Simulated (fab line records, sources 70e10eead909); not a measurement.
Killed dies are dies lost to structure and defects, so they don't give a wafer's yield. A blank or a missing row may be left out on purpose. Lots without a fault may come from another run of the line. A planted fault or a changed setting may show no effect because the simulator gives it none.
One fault seen from 2 desks | flow nand_harc | each desk has only its own numbers; what lay behind them comes last

THE TOOL OWNER'S DESK: pecvd_onon-02
The tool's own readings at NHARC_A_ONON_D1_DEP_28 (target thk 1000 nm): means of the sampled wafers that have a number, for each lot that ran on this tool. A lot is out of limits, marked OUT, if its mean lies more than 4 standard deviations from the usual mean; the brackets give that distance.
Columns: A = sih4_flow_sccm at NHARC_A_ONON_D1_DEP_28, usual 210.1 sccm
lot  | first seen here | A
L549 | day 8 04:59     | 210.2
L551 | day 8 17:43     | 209.7
L554 | day 8 23:59     | 210.6
L553 | day 9 04:29     | 209.9
L562 | day 12 04:26    | 210.2
L567 | day 12 12:11    | 209.8
This desk's finding: nothing out of limits on any of the 6 lots.

THE METROLOGY DESK
What the gauges read, lot by lot, whatever tool the lot ran on: means of the sampled wafers that have a number. A lot is out of limits, marked OUT, if its mean lies more than 4 standard deviations from the usual mean; the brackets give that distance.
Columns: A = thk_nm at NHARC_A_SOURCE_PLATE_THK_MEAS_06, usual 200.1 nm; B = thk_nm at NHARC_A_ONON_D1_THK_MEAS_30, usual 999 nm; C = cd_nm at NHARC_A_CHANNEL_HOLE_D1_CD_MEAS_10, usual 100.0 nm
lot  | first seen here | A     | B              | C
L548 | day 7 16:16     | 199.3 | 999            | 100.2
L549 | day 7 16:16     | 197.1 | 1018           | 99.6
L551 | day 8 04:45     | 201.5 | 999            | 99.9
L552 | day 8 08:43     | 198.6 | 1001           | 100.1
L550 | day 8 12:06     | 202.8 | 1003           | 99.9
L554 | day 8 12:06     | 200.7 | 988            | 100.1
L553 | day 8 16:31     | 197.1 | 992            | 99.4
L555 | day 9 08:05     | 201.2 | 1002           | 99.9
L557 | day 9 08:06     | 199.4 | 1019           | 100.0
L558 | day 10 00:03    | 200.7 | 1009           | 100.4
L562 | day 11 13:05    | 201.4 | 952 (-4.7) OUT | 99.8
L563 | day 11 13:05    | 198.2 | 1013           | 100.6
L567 | day 11 22:13    | 198.2 | 963            | 100.0
L566 | day 11 22:14    | 200.9 | 988            | 100.0
This desk's finding: out of limits on L562; first on L562, day 12 04:53 (thk_nm at NHARC_A_ONON_D1_THK_MEAS_30). In limits: L548, L549, L551, L552, L550, L554, L553, L555, L557, L558, L563, L567, L566.

PUT TOGETHER
The metrology desk could have raised an alarm at day 12 04:53, on L562.
The tool owner's desk saw nothing out of limits.
The tool owner's desk has L562 on record, within its limits.
Of the lots named, all ran NHARC_A_ONON_D1_DEP_28 on pecvd_onon-02.

WHAT THE SIMULATOR HAD PUT IN
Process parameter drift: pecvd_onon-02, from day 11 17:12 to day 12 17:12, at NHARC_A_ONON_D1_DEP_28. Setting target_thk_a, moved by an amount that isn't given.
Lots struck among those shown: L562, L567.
Hours from the fault's start to each desk's first reading out of limits: the metrology desk, 12.
